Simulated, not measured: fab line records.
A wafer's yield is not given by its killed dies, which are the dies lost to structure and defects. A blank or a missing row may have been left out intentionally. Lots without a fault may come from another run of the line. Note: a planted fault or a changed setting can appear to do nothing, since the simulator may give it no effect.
Matching of chambers | flow n5Finfet | N5_BEOL_M0_SAQP_ETCH_49 on rieDiel-04: 4 sister chambers
The step etches SiO2 in CF4/O2, target depth 37 nm. 8 wafers are shown with their chamber, then 11 later ones without.

## WAFERS PAIRED WITH THEIR CHAMBERS
wafer  | chamber | showerheadPlenumPTorr (Torr) | rfVppV (V)
L082.4 | 0       | 2.15                         | 243
L084.2 | 0       | 2.15                         | 242
L084.6 | 3       | 2.21                         | 236
L088.1 | 2       | 2.15                         | 238
L088.2 | 3       | 2.21                         | 237
L091.1 | 2       | 2.15                         | 239
L091.5 | 1       | 2.27                         | 245
L093.2 | 1       | 2.26                         | 245

## WAFERS WHOSE CHAMBER IS MISSING
wafer  | showerheadPlenumPTorr (Torr) | rfVppV (V)
L093.3 | 2.15                         | 242
L093.4 | 2.21                         | 238
L094.1 | 2.26                         | 245
L094.4 | 2.15                         | 242
L094.5 | 2.15                         | 238
L097.1 | 2.15                         | 237
L097.3 | 2.20                         | 238
L097.5 | 2.20                         | 238
L096.1 | 2.15                         | 244
L096.5 | 2.20                         | 237
L096.6 | 2.15                         | 238

## WHICH CHAMBER EACH ONE RAN IN
wafer  | from the rows above | in truth
L093.3 | 0                   | 0
L093.4 | 3                   | 3
L094.1 | 1                   | 1
L094.4 | 0                   | 0
L094.5 | 2                   | 2
L097.1 | 2                   | 2
L097.3 | 3                   | 3
L097.5 | 3                   | 3
L096.1 | 0                   | 0
L096.5 | 3                   | 3
L096.6 | 2                   | 2
11 of 11 placed correctly. Left unplaced by these rows: 0. Wrongly placed: 0.
How it was worked out, from the rows above alone: a wafer's distance from a chamber is the root of the sum, over the readings, of the square of ((its reading less the chamber's mean) divided by the reading's scatter). The wafer belongs to the nearest chamber; if the next one is less than 2 further off, it can't be placed. For every chamber, the mean is computed from those of its wafers that are shown. How the scatter is found: for the shown wafers, subtract from each reading the mean of its chamber, square and add these, divide the total by (wafers less chambers), then take the root.
